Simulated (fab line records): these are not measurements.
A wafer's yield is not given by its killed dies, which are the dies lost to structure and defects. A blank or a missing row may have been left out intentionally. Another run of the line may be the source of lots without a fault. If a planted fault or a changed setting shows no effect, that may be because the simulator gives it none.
Matching of chambers :: flow n5_finfet :: N5_BEOL_M8_STRIP_19 on rie_diel-05 has 4 sister chambers
The step strips in O2. 4 wafers are shown with their chamber, then 8 later ones without.

EACH WAFER AND ITS CHAMBER
wafer: L076.4
chamber: 0
drypump_motor_current_A (A): 5.8

wafer: L075.3
chamber: 1
drypump_motor_current_A (A): 5.0

wafer: L084.2
chamber: 3
drypump_motor_current_A (A): 6.1

wafer: L089.1
chamber: 2
drypump_motor_current_A (A): 6.0

WAFERS MISSING THEIR CHAMBER
wafer: L089.3
drypump_motor_current_A (A): 5.8

wafer: L089.4
drypump_motor_current_A (A): 5.0

wafer: L090.3
drypump_motor_current_A (A): 5.9

wafer: L090.5
drypump_motor_current_A (A): 5.9

wafer: L090.6
drypump_motor_current_A (A): 6.1

wafer: L096.1
drypump_motor_current_A (A): 5.9

wafer: L096.4
drypump_motor_current_A (A): 6.1

wafer: L096.6
drypump_motor_current_A (A): 5.9

WHICH CHAMBER EACH ONE RAN IN
wafer: L089.3
from the rows above: 0
in truth: 0

wafer: L089.4
from the rows above: 1
in truth: 1

wafer: L090.3
from the rows above: can't be placed: 2 or 0 or 3
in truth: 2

wafer: L090.5
from the rows above: can't be placed: 2 or 0 or 3
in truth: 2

wafer: L090.6
from the rows above: can't be placed: 3 or 2
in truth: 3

wafer: L096.1
from the rows above: can't be placed: 2 or 0 or 3
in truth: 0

wafer: L096.4
from the rows above: can't be placed: 3 or 2
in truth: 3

wafer: L096.6
from the rows above: can't be placed: 2 or 0 or 3
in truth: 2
Placed correctly: 2 of 8. Not placeable from these rows: 6 (in 6, the candidates include the true chamber). Number placed wrongly: 0.
How it was worked out, from the rows above alone: a wafer's distance from a chamber is the root of the sum, over the readings, of the square of ((its reading less the chamber's mean) divided by the reading's scatter). The wafer belongs to the nearest chamber; if the next one is less than 2 further off, it can't be placed. For every chamber, the mean is computed from those of its wafers that are shown. The scatter (one wafer shown for each chamber): square how far every hidden wafer sits from the nearest shown wafer, average those squares and take the square root.
